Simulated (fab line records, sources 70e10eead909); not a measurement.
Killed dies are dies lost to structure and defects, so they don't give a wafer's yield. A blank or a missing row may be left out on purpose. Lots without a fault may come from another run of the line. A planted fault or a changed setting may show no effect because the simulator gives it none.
Chamber matching | flow nand_harc | NHARC_A_CHANNEL_FILL_D1_ALD_02 on ald_hk-03: 4 sister chambers
The step deposits SiO2, target thk 6 nm, pulse time 10 s, ald cycles 60. 4 wafers are shown with their chamber, then 7 later ones without.

WAFERS WITH THEIR CHAMBER
wafer  | chamber | heater_power_w (W)
L083.6 | 0       | 478
L087.4 | 2       | 512
L089.4 | 1       | 476
L089.5 | 3       | 531

WAFERS WITHOUT THEIR CHAMBER
wafer  | heater_power_w (W)
L089.6 | 502
L091.1 | 471
L091.5 | 508
L091.6 | 544
L093.1 | 503
L093.2 | 478
L093.5 | 549

WHICH CHAMBER EACH WENT THROUGH
wafer  | from the rows above               | in truth
L089.6 | can't be placed: 2 or 0 or 1 or 3 | 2
L091.1 | can't be placed: 1 or 0           | 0
L091.5 | can't be placed: 2 or 3           | 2
L091.6 | can't be placed: 3 or 2           | 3
L093.1 | can't be placed: 2 or 0 or 1 or 3 | 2
L093.2 | can't be placed: 0 or 1           | 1
L093.5 | can't be placed: 3 or 2           | 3
Placed correctly: 0 of 7. Can't be placed from these rows: 7 (the true chamber is among the candidates in 7). Placed wrongly: 0.
How it was worked out, from the rows above alone: a wafer's distance from a chamber is the root of the sum, over the readings, of the square of ((its reading less the chamber's mean) divided by the reading's scatter). The wafer belongs to the nearest chamber; if the next one is less than 2 further off, it can't be placed. A chamber's mean is the mean of its shown wafers. The scatter: with one shown wafer a chamber, the root of the mean of the squares of how far each hidden wafer lies from its nearest shown one.
